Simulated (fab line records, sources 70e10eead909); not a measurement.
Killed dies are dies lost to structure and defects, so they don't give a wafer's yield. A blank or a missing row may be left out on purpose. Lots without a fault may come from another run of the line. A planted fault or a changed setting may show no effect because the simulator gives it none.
Which tool did it? | flow nand_harc | 24 lots, 72 wafers sampled, at 6 steps of a route of 1302

WHAT THE GAUGES READ, wafer by wafer
The record holds no reading of a measuring or inspecting step that can be judged against a usual standard deviation.

WHICH TOOL RAN EACH LOT (tool, then ch and the chambers of the sampled wafers, then the start)
lot  | NHARC_A_STAIRCASE_TRIM_191                    | NHARC_A_STAIRCASE_ETCH_221                    | NHARC_A_STAIRCASE_TRIM_226                    | NHARC_A_STAIRCASE_ETCH_227                    | NHARC_A_STAIRCASE_HM_DEP_456  | NHARC_A_STAIRCASE_DESCUM_270
L074 | rie_diel-12 ch 0,1,2, day 16 01:23 or earlier | rie_diel-12 ch 0,1, day 16 01:23 or earlier   | rie_diel-12 ch 0,1,2, day 16 01:23 or earlier | rie_diel-12 ch 1,2, day 16 01:23 or earlier   | acl_dep-02 ch 0, day 16 01:23 | rie_diel-13 ch 0,1, day 16 04:13
L076 | rie_diel-13 ch 1,2,3, day 16 10:41 or earlier | rie_diel-12 ch 1,3, day 16 10:41 or earlier   | rie_diel-12 ch 0,3, day 16 10:41 or earlier   | rie_diel-12 ch 1,2,3, day 16 10:41 or earlier | acl_dep-03 ch 0, day 16 10:41 | rie_diel-12 ch 0,1,3, day 16 13:26
L075 | rie_diel-13 ch 0,1, day 17 00:02 or earlier   | rie_diel-03 ch 1,2,3, day 17 00:02 or earlier | rie_diel-03 ch 0,1,3, day 17 00:02 or earlier | rie_diel-03 ch 2,3, day 17 00:02 or earlier   | acl_dep-02 ch 0, day 17 00:02 | rie_diel-03 ch 1,3, day 17 02:17
L077 | rie_diel-13 ch 0,1,2, day 17 10:38 or earlier | rie_diel-12 ch 2,3, day 17 10:38 or earlier   | rie_diel-12 ch 1,2, day 17 10:38 or earlier   | rie_diel-12 ch 0,1,3, day 17 10:38 or earlier | acl_dep-03 ch 0, day 17 10:38 | rie_diel-03 ch 2,3, day 17 12:46
L078 | rie_diel-03 ch 0,2,3, day 17 13:26 or earlier | rie_diel-03 ch 0,1,2, day 17 13:26 or earlier | rie_diel-03 ch 0,1,3, day 17 13:26 or earlier | rie_diel-03 ch 0,2, day 17 13:26 or earlier   | acl_dep-01 ch 0, day 17 13:26 | rie_diel-13 ch 0,3, day 17 16:15
L079 | rie_diel-03 ch 0,1,2, day 17 20:54 or earlier | rie_diel-12 ch 0,2,3, day 17 20:54 or earlier | rie_diel-12 ch 0,2,3, day 17 20:54 or earlier | rie_diel-12 ch 0,3, day 17 20:54 or earlier   | acl_dep-01 ch 0, day 17 20:54 | rie_diel-12 ch 0,3, day 17 23:20
L080 | rie_diel-12 ch 0,1, day 19 03:19 or earlier   | rie_diel-03 ch 0,1,3, day 19 03:19 or earlier | rie_diel-03 ch 0,1,3, day 19 03:19 or earlier | rie_diel-03 ch 1,3, day 19 03:19 or earlier   | acl_dep-01 ch 0, day 19 03:19 | rie_diel-13 ch 0,1,3, day 19 06:10
L081 | rie_diel-12 ch 0,1,3, day 19 07:37 or earlier | rie_diel-12 ch 0,1, day 19 07:37 or earlier   | rie_diel-12 ch 2,3, day 19 07:37 or earlier   | rie_diel-12 ch 1,2, day 19 07:37 or earlier   | acl_dep-02 ch 0, day 19 07:37 | rie_diel-13 ch 0,2,3, day 19 09:53
L082 | rie_diel-03 ch 1,2, day 20 02:45 or earlier   | rie_diel-13 ch 2,3, day 20 02:45 or earlier   | rie_diel-13 ch 0,3, day 20 02:45 or earlier   | rie_diel-13 ch 2,3, day 20 02:45 or earlier   | acl_dep-02 ch 0, day 20 02:45 | rie_diel-12 ch 1,2, day 20 04:52
L083 | rie_diel-13 ch 0,1,2, day 20 09:53 or earlier | rie_diel-03 ch 0,1,3, day 20 09:53 or earlier | rie_diel-03 ch 0,1,3, day 20 09:53 or earlier | rie_diel-03 ch 0,1,2, day 20 09:53 or earlier | acl_dep-01 ch 0, day 20 09:53 | rie_diel-13 ch 0,1,3, day 20 12:20
L084 | rie_diel-12 ch 0,1, day 20 19:38 or earlier   | rie_diel-12 ch 1,2, day 20 19:38 or earlier   | rie_diel-12 ch 1,2, day 20 19:38 or earlier   | rie_diel-12 ch 0,1,3, day 20 19:38 or earlier | acl_dep-02 ch 0, day 20 19:38 | rie_diel-12 ch 2,3, day 20 21:52
L085 | rie_diel-13 ch 0,2, day 20 20:58 or earlier   | rie_diel-13 ch 0,2,3, day 20 20:58 or earlier | rie_diel-13 ch 0,1,2, day 20 20:58 or earlier | rie_diel-13 ch 0,1,3, day 20 20:58 or earlier | acl_dep-02 ch 0, day 20 20:58 | rie_diel-03 ch 0,1, day 20 23:49
L086 | rie_diel-12 ch 0,1,3, day 21 16:35 or earlier | rie_diel-03 ch 0,1,2, day 21 16:35 or earlier | rie_diel-03 ch 0,1, day 21 16:35 or earlier   | rie_diel-03 ch 1,2,3, day 21 16:35 or earlier | acl_dep-02 ch 0, day 21 16:35 | rie_diel-13 ch 1,2, day 21 18:30
L087 | rie_diel-13 ch 0,1, day 22 01:12 or earlier   | rie_diel-12 ch 0,2,3, day 22 01:12 or earlier | rie_diel-12 ch 0,1,3, day 22 01:12 or earlier | rie_diel-12 ch 0,2,3, day 22 01:12 or earlier | acl_dep-02 ch 0, day 22 01:12 | rie_diel-03 ch 2,3, day 22 03:58
L089 | rie_diel-12 ch 1,2, day 22 11:40 or earlier   | rie_diel-12 ch 0,1, day 22 11:40 or earlier   | rie_diel-12 ch 0,1, day 22 11:40 or earlier   | rie_diel-12 ch 0,1, day 22 11:40 or earlier   | acl_dep-03 ch 0, day 22 11:40 | rie_diel-03 ch 0,1,3, day 22 13:50
L088 | rie_diel-13 ch 1,2,3, day 22 14:46 or earlier | rie_diel-03 ch 0,2,3, day 22 14:46 or earlier | rie_diel-03 ch 0,2,3, day 22 14:46 or earlier | rie_diel-03 ch 0,1,2, day 22 14:46 or earlier | acl_dep-03 ch 0, day 22 14:46 | rie_diel-12 ch 1,2,3, day 22 17:36
L090 | rie_diel-12 ch 0,2, day 23 03:16 or earlier   | rie_diel-03 ch 0,2, day 23 03:16 or earlier   | rie_diel-03 ch 1,3, day 23 03:16 or earlier   | rie_diel-03 ch 0,1,3, day 23 03:16 or earlier | acl_dep-01 ch 0, day 23 03:16 | rie_diel-13 ch 0,1,3, day 23 05:29
L091 | rie_diel-13 ch 0,3, day 22 23:55 or earlier   | rie_diel-03 ch 0,2,3, day 22 23:55 or earlier | rie_diel-03 ch 1,3, day 22 23:55 or earlier   | rie_diel-03 ch 0,1, day 22 23:55 or earlier   | acl_dep-03 ch 0, day 22 23:55 | rie_diel-13 ch 1,3, day 23 02:40
L092 | rie_diel-03 ch 0,3, day 23 12:52 or earlier   | rie_diel-13 ch 2,3, day 23 12:52 or earlier   | rie_diel-13 ch 1,3, day 23 12:52 or earlier   | rie_diel-13 ch 0,3, day 23 12:52 or earlier   | acl_dep-03 ch 0, day 23 12:52 | rie_diel-03 ch 0,1,3, day 23 15:08
L093 | rie_diel-13 ch 0,1,3, day 24 11:27 or earlier | rie_diel-03 ch 0,3, day 24 11:27 or earlier   | rie_diel-03 ch 0,2, day 24 11:27 or earlier   | rie_diel-03 ch 0,1,2, day 24 11:27 or earlier | acl_dep-02 ch 0, day 24 11:27 | rie_diel-03 ch 2,3, day 24 13:47
L094 | rie_diel-12 ch 0,1,3, day 25 06:21 or earlier | rie_diel-03 ch 0,1, day 25 06:21 or earlier   | rie_diel-03 ch 1,3, day 25 06:21 or earlier   | rie_diel-03 ch 1,2,3, day 25 06:21 or earlier | acl_dep-03 ch 0, day 25 06:21 | rie_diel-12 ch 0,2, day 25 09:13
L095 | rie_diel-03 ch 0,1,3, day 25 16:21 or earlier | rie_diel-13 ch 0,1,3, day 25 16:21 or earlier | rie_diel-13 ch 1,2,3, day 25 16:21 or earlier | rie_diel-13 ch 0,2,3, day 25 16:21 or earlier | acl_dep-03 ch 0, day 25 16:21 | rie_diel-03 ch 1,2, day 25 18:09
L097 | rie_diel-13 ch 1,3, day 25 17:50 or earlier   | rie_diel-12 ch 1,2,3, day 25 17:50 or earlier | rie_diel-12 ch 0,2, day 25 17:50 or earlier   | rie_diel-12 ch 0,1,2, day 25 17:50 or earlier | acl_dep-02 ch 0, day 25 17:50 | rie_diel-03 ch 1,2,3, day 25 20:18
L096 | rie_diel-03 ch 0,2,3, day 25 21:14 or earlier | rie_diel-12 ch 0,2,3, day 25 21:14 or earlier | rie_diel-12 ch 1,2,3, day 25 21:14 or earlier | rie_diel-12 ch 0,2, day 25 21:14 or earlier   | acl_dep-03 ch 0, day 25 21:14 | rie_diel-12 ch 0,1,3, day 25 23:47
- NHARC_A_STAIRCASE_TRIM_191: chemistry O2, time 211.2 s.
- NHARC_A_STAIRCASE_ETCH_221: etches the open film in C4F8/O2, target depth 100 nm, time 40.5 s.
- NHARC_A_STAIRCASE_TRIM_226: chemistry O2, time 211.2 s.
- NHARC_A_STAIRCASE_ETCH_227: etches the open film in C4F8/O2, target depth 100 nm, time 40.5 s.
- NHARC_A_STAIRCASE_HM_DEP_456: deposits aC, target thk 3100 nm.
- NHARC_A_STAIRCASE_DESCUM_270: chemistry O2, time 3 s.

WHAT THE TOOLS THEMSELVES READ (means of the sampled wafers that have a number; where no wafer has one, the mark that the record gives instead)
NHARC_A_STAIRCASE_TRIM_191.
lot  | tool        | drypump_motor_current_A (A) | oes_product_au (a.u.) | rf_vpp_V (V) | showerhead_plenum_p_Torr (Torr) | throttle_valve_pct (%)
L074 | rie_diel-12 | 5.7                         | 1.002                 | 57.2         | 3.44                            | 17.033
L076 | rie_diel-13 | 5.8                         | 1.005                 | 58.1         | 3.39                            | 17.033
L075 | rie_diel-13 | 5.5                         | 1.004                 | 57.4         | 3.65                            | 17.042
L077 | rie_diel-13 | 5.8                         | 1.012                 | 58.7         | 3.53                            | 17.029
L078 | rie_diel-03 | 5.6                         | 1.004                 | 58.0         | 3.51                            | 17.028
L079 | rie_diel-03 | 5.6                         | 1.003                 | 57.7         | 3.46                            | 17.037
L080 | rie_diel-12 | 5.5                         | 1.011                 | 57.5         | 3.32                            | 17.030
L081 | rie_diel-12 | 5.7                         | 1.000                 | 56.9         | 3.39                            | 17.042
L082 | rie_diel-03 | 5.6                         | 1.011                 | 58.0         | 3.52                            | 17.036
L083 | rie_diel-13 | 5.8                         | 1.009                 | 58.2         | 3.52                            | 17.043
L084 | rie_diel-12 | 5.5                         | 0.998                 | 56.8         | 3.31                            | 17.030
L085 | rie_diel-13 | 5.9                         | 0.999                 | 58.6         | 3.66                            | 17.036
L086 | rie_diel-12 | 5.7                         | 0.995                 | 57.3         | 3.38                            | 17.040
L087 | rie_diel-13 | 5.5                         | 1.000                 | 58.8         | 3.63                            | 17.040
L089 | rie_diel-12 | 5.6                         | 0.996                 | 56.7         | 3.40                            | 17.036
L088 | rie_diel-13 | 5.9                         | 1.000                 | 57.1         | 3.36                            | 17.033
L090 | rie_diel-12 | 5.9                         | 0.996                 | 58.5         | 3.53                            | 17.036
L091 | rie_diel-13 | 5.5                         | 1.001                 | 58.3         | 3.62                            | 17.041
L092 | rie_diel-03 | 5.4                         | 0.988                 | 58.0         | 3.51                            | 17.030
L093 | rie_diel-13 | 5.5                         | 0.996                 | 57.5         | 3.48                            | 17.034
L094 | rie_diel-12 | 5.6                         | 0.998                 | 56.7         | 3.37                            | 17.043
L095 | rie_diel-03 | 5.4                         | 0.990                 | 59.0         | 3.58                            | 17.035
L097 | rie_diel-13 | 5.5                         | 0.998                 | 57.6         | 3.33                            | 17.041
L096 | rie_diel-03 | 5.6                         | 1.003                 | 58.0         | 3.48                            | 17.035

NHARC_A_STAIRCASE_ETCH_221.
lot  | tool        | oes_product_au (a.u.) | rf_vpp_V (V)
L074 | rie_diel-12 | 0.951                 | 889
L076 | rie_diel-12 | 0.944                 | 891
L075 | rie_diel-03 | 0.925                 | 897
L077 | rie_diel-12 | 0.932                 | 899
L078 | rie_diel-03 | 0.930                 | 893
L079 | rie_diel-12 | 0.950                 | 894
L080 | rie_diel-03 | 0.957                 | 899
L081 | rie_diel-12 | 0.929                 | 889
L082 | rie_diel-13 | 0.943                 | 892
L083 | rie_diel-03 | 0.960                 | 898
L084 | rie_diel-12 | 0.946                 | 891
L085 | rie_diel-13 | 0.957                 | 894
L086 | rie_diel-03 | 0.947                 | 893
L087 | rie_diel-12 | 0.937                 | 895
L089 | rie_diel-12 | 0.950                 | 888
L088 | rie_diel-03 | 0.943                 | 894
L090 | rie_diel-03 | 0.941                 | 890
L091 | rie_diel-03 | 0.945                 | 894
L092 | rie_diel-13 | 0.935                 | 890
L093 | rie_diel-03 | 0.936                 | 895
L094 | rie_diel-03 | 0.914                 | 895
L095 | rie_diel-13 | 0.932                 | 895
L097 | rie_diel-12 | 0.951                 | 894
L096 | rie_diel-12 | 0.955                 | 895

NHARC_A_STAIRCASE_TRIM_226.
lot  | tool        | drypump_motor_current_A (A) | oes_product_au (a.u.) | rf_vpp_V (V) | showerhead_plenum_p_Torr (Torr) | throttle_valve_pct (%)
L074 | rie_diel-12 | 5.6                         | 1.010                 | 57.2         | 3.44                            | 17.033
L076 | rie_diel-12 | 5.7                         | 1.008                 | 58.4         | 3.41                            | 17.035
L075 | rie_diel-03 | 5.4                         | 1.008                 | 57.5         | 3.61                            | 17.046
L077 | rie_diel-12 | 5.8                         | 1.003                 | 58.2         | 3.53                            | 17.034
L078 | rie_diel-03 | 5.4                         | 1.008                 | 57.1         | 3.61                            | 17.035
L079 | rie_diel-12 | 5.8                         | 1.012                 | 57.4         | 3.51                            | 17.032
L080 | rie_diel-03 | 5.4                         | 1.002                 | 57.9         | 3.60                            | 17.039
L081 | rie_diel-12 | 6.0                         | 1.000                 | 58.2         | 3.60                            | 17.038
L082 | rie_diel-13 | 5.6                         | 1.008                 | 57.7         | 3.49                            | 17.040
L083 | rie_diel-03 | 5.4                         | 1.000                 | 58.7         | 3.60                            | 17.036
L084 | rie_diel-12 | 5.6                         | 0.986                 | 58.4         | 3.41                            | 17.039
L085 | rie_diel-13 | 5.8                         | 1.003                 | 58.1         | 3.52                            | 17.031
L086 | rie_diel-03 | 5.4                         | 0.988                 | 57.5         | 3.54                            | 17.046
L087 | rie_diel-12 | 5.6                         | 0.997                 | 57.5         | 3.38                            | 17.031
L089 | rie_diel-12 | 5.5                         | 1.002                 | 57.0         | 3.30                            | 17.033
L088 | rie_diel-03 | 5.6                         | 0.991                 | 59.0         | 3.49                            | 17.036
L090 | rie_diel-03 | 5.3                         | 0.997                 | 58.3         | 3.71                            | 17.032
L091 | rie_diel-03 | 5.3                         | 0.993                 | 57.6         | 3.66                            | 17.035
L092 | rie_diel-13 | 5.5                         | 0.991                 | 57.5         | 3.33                            | 17.027
L093 | rie_diel-03 | 5.9                         | 1.004                 | 58.0         | 3.33                            | 17.032
L094 | rie_diel-03 | 5.3                         | 0.994                 | 58.3         | 3.65                            | 17.035
L095 | rie_diel-13 | 5.8                         | 1.008                 | 57.4         | 3.35                            | 17.043
L097 | rie_diel-12 | 5.9                         | 0.996                 | 58.2         | 3.51                            | 17.031
L096 | rie_diel-12 | 5.8                         | 0.983                 | 57.7         | 3.47                            | 17.036

NHARC_A_STAIRCASE_ETCH_227.
lot  | tool        | oes_product_au (a.u.) | rf_vpp_V (V)
L074 | rie_diel-12 | 0.940                 | 892
L076 | rie_diel-12 | 0.936                 | 895
L075 | rie_diel-03 | 0.949                 | 894
L077 | rie_diel-12 | 0.948                 | 891
L078 | rie_diel-03 | 0.948                 | 890
L079 | rie_diel-12 | 0.951                 | 894
L080 | rie_diel-03 | 0.931                 | 902
L081 | rie_diel-12 | 0.944                 | 892
L082 | rie_diel-13 | 0.947                 | 891
L083 | rie_diel-03 | 0.954                 | 893
L084 | rie_diel-12 | 0.939                 | 890
L085 | rie_diel-13 | 0.949                 | 894
L086 | rie_diel-03 | 0.943                 | 897
L087 | rie_diel-12 | 0.948                 | 895
L089 | rie_diel-12 | 0.953                 | 887
L088 | rie_diel-03 | 0.938                 | 893
L090 | rie_diel-03 | 0.932                 | 898
L091 | rie_diel-03 | 0.929                 | 894
L092 | rie_diel-13 | 0.944                 | 894
L093 | rie_diel-03 | 0.945                 | 893
L094 | rie_diel-03 | 0.935                 | 896
L095 | rie_diel-13 | 0.948                 | 895
L097 | rie_diel-12 | 0.945                 | 892
L096 | rie_diel-12 | 0.940                 | 895

NHARC_A_STAIRCASE_HM_DEP_456.
lot  | tool       | throttle_valve_pct (%)
L074 | acl_dep-02 | 35.007
L076 | acl_dep-03 | 34.992
L075 | acl_dep-02 | 35.001
L077 | acl_dep-03 | 35.001
L078 | acl_dep-01 | 35.015
L079 | acl_dep-01 | 34.991
L080 | acl_dep-01 | 34.998
L081 | acl_dep-02 | 34.998
L082 | acl_dep-02 | 34.994
L083 | acl_dep-01 | 34.996
L084 | acl_dep-02 | 34.992
L085 | acl_dep-02 | 35.001
L086 | acl_dep-02 | 34.999
L087 | acl_dep-02 | 35.007
L089 | acl_dep-03 | 34.996
L088 | acl_dep-03 | 35.004
L090 | acl_dep-01 | 34.996
L091 | acl_dep-03 | 35.005
L092 | acl_dep-03 | 34.998
L093 | acl_dep-02 | 34.996
L094 | acl_dep-03 | 35.002
L095 | acl_dep-03 | 35.005
L097 | acl_dep-02 | 35.000
L096 | acl_dep-03 | 34.987

NHARC_A_STAIRCASE_DESCUM_270.
lot  | tool        | drypump_motor_current_A (A) | oes_product_au (a.u.) | rf_vpp_V (V) | showerhead_plenum_p_Torr (Torr) | throttle_valve_pct (%)
L074 | rie_diel-13 | 5.5                         | 1.001                 | 58.3         | 1.98                            | 11.311
L076 | rie_diel-12 | 5.6                         | 0.999                 | 57.6         | 1.84                            | 11.305
L075 | rie_diel-03 | 5.3                         | 1.001                 | 58.8         | 2.00                            | 11.321
L077 | rie_diel-03 | 5.8                         | 0.993                 | 57.3         | 1.89                            | 11.311
L078 | rie_diel-13 | 5.5                         | 0.996                 | 56.5         | 1.90                            | 11.313
L079 | rie_diel-12 | 5.7                         | 1.009                 | 57.5         | 1.84                            | 11.307
L080 | rie_diel-13 | 5.5                         | 1.009                 | 58.1         | 1.90                            | 11.310
L081 | rie_diel-13 | 5.9                         | 1.008                 | 57.6         | 1.91                            | 11.325
L082 | rie_diel-12 | 5.6                         | 0.989                 | 57.7         | 1.85                            | 11.319
L083 | rie_diel-13 | 5.5                         | 1.012                 | 57.1         | 1.89                            | 11.319
L084 | rie_diel-12 | 5.9                         | 0.982                 | 57.8         | 1.93                            | 11.311
L085 | rie_diel-03 | 5.4                         | 0.997                 | 57.7         | 1.92                            | 11.306
L086 | rie_diel-13 | 6.2                         | 1.011                 | 56.7         | 1.83                            | 11.306
L087 | rie_diel-03 | 5.8                         | 0.997                 | 57.3         | 1.88                            | 11.310
L089 | rie_diel-03 | 5.4                         | 0.993                 | 58.9         | 1.95                            | 11.314
L088 | rie_diel-12 | 5.8                         | 1.000                 | 58.3         | 1.88                            | 11.309
L090 | rie_diel-13 | 5.5                         | 0.999                 | 57.9         | 1.88                            | 11.309
L091 | rie_diel-13 | 5.5                         | 1.001                 | 57.1         | 1.80                            | 11.308
L092 | rie_diel-03 | 5.4                         | 0.997                 | 58.8         | 1.95                            | 11.318
L093 | rie_diel-03 | 5.8                         | 1.004                 | 57.1         | 1.87                            | 11.324
L094 | rie_diel-12 | 5.7                         | 0.995                 | 57.7         | 1.85                            | 11.305
L095 | rie_diel-03 | 5.6                         | 0.998                 | 57.1         | 1.89                            | 11.306
L097 | rie_diel-03 | 5.6                         | 1.005                 | 58.6         | 1.92                            | 11.313
L096 | rie_diel-12 | 5.6                         | 1.000                 | 58.1         | 1.82                            | 11.315

THE ANSWER, worked out from the rows above alone
Rule: what is usual is taken from the lots themselves. Put in order of their means at a reading, lots are off if they are a third of the lots or fewer, leave a main group of 4 or more, and stand apart from it by a gap of 3 or more times the standard deviation of the main group's means; of several such gaps the widest counts. A main group whose means are all the same, to the digits that the tables above print for the reading, isn't used. A lot without any number at a reading at which 4 lots or more have one is off too. The other lots that the step has rows for count as sound. The gauges are gone through in route order, then the tools' own readings, and for those a lot's mean is taken as printed above. The first step at which some lot is off is used, and at that step the reading that is off furthest; a lot without a number counts as furthest.
No lot is off at any reading shown: from this, nothing can be told.

WHAT THE SIMULATOR HAD PUT IN
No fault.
